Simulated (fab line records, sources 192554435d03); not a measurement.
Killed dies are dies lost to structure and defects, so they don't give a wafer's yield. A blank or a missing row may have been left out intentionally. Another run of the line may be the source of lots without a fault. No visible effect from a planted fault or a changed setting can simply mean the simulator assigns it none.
Split-lot experiment	flow n5 finfet	7 lots, 21 wafers read, on a route of 1938 steps

## ABOUT THE SPLIT
At N5_BEOL_M7_PECVD_70 (deposits SiO2 from TEOS/O2, target thk 20 nm, time 22.7 s), the setting temp c was moved away from the recipe's 400 C on 5 of the 21 wafers read, by -3.6% to +3.5%. The other wafers ran this setting at the recipe's value.

The split's own step is where the reading is taken.

## THE READING
SiO2_of_BEOL_M7_PECVD_70.thk nm (the simulator's own value, which no gauge read), in nm, at N5_BEOL_M7_PECVD_70 (deposits SiO2 from TEOS/O2, target thk 20 nm, time 22.7 s). The file gives no usual value for it. The 16 wafers here that ran the recipe average 20.1 nm, standard deviation 0.2 nm.

wafer	tool, chamber at the split	temp c as run, C	against the recipe	SiO2_of_BEOL_M7_PECVD_70.thk nm, nm	against lot-mates on the recipe
L078.1	pecvd-01, 0	414	+3.5%	17.8	-2.3
L078.2	pecvd-01, 1	400	recipe	20	-
L078.5	pecvd-01, 1	400	recipe	20.2	-
L083.1	pecvd-01, 0	400	recipe	20	-
L083.4	pecvd-01, 2,1	400	recipe	20.4	-
L083.6	pecvd-01, 2,1	400	recipe	20.4	-
L084.1	pecvd-04, 0	400	recipe	19.6	-
L084.3	pecvd-04, 2	385.7	-3.6%	21.8	+2.0
L084.6	pecvd-04, 1	400	recipe	20	-
L085.4	pecvd-02, 2,1	393.8	-1.5%	20.6	+0.4
L085.6	pecvd-02, 2,1	393.8	-1.5%	20.6	+0.4
L085.5	pecvd-02, 0	400	recipe	20.2	-
L093.1	pecvd-04, 1	395.4	-1.2%	20.4	+0.1
L093.4	pecvd-04, 1	400	recipe	20.2	-
L093.5	pecvd-04, 2	400	recipe	20.4	-
L094.1	pecvd-01, 0	400	recipe	20	-
L094.2	pecvd-01, 1,2	400	recipe	20.2	-
L094.3	pecvd-01, 1,2	400	recipe	20.2	-
L097.2	pecvd-01, 2,1	400	recipe	20.2	-
L097.3	pecvd-01, 2,1	400	recipe	20.2	-
L097.4	pecvd-01, 0	400	recipe	20	-
When a row names more than one chamber, that row covers several wafers, and the file does not tell which wafer ran in which chamber.

THE FIT
A straight line over all 21 wafers: SiO2_of_BEOL_M7_PECVD_70.thk nm changes by -0.521 nm for each +1% of temp c; r = -0.94; the points scatter about the line by 0.24 nm.
The same after taking each lot's own level away (the mean of its wafers on the recipe; 21 wafers): -0.543 nm for each +1%; r = -0.95; scatter 0.23 nm.
That fit puts the effect of the largest move of temp c on the reading at 1.9 nm.
From 19.80 to 20.30 nm: that is the span of the lots' own levels, equal to 2.5 times the standard deviation above.
Hence the lot-to-lot level has little effect on the slope; both slopes agree.
Check: with one of the wafers moved furthest among these (-3.6%) left out of the fit, the line predicts +1.75 nm for it against its lot-mates. Against them it came out at +2 nm.

## THESE WAFERS: OTHER SPLITS
Other splits were also applied to these wafers ahead of the reading. Each is held against what the fit with the lots' levels taken away leaves over:
other split on the same wafers	wafers away from the commonest value	r with SiO2_of_BEOL_M7_PECVD_70.thk nm (lot level and that fit taken away)
N5_BEOL_M5_COAT_05 spin rpm	11	+0.09

## THE FILE'S OWN FIT
SiO2_of_BEOL_M7_PECVD_70.thk nm changes by -0.554 nm for each +1% of temp c, r = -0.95.
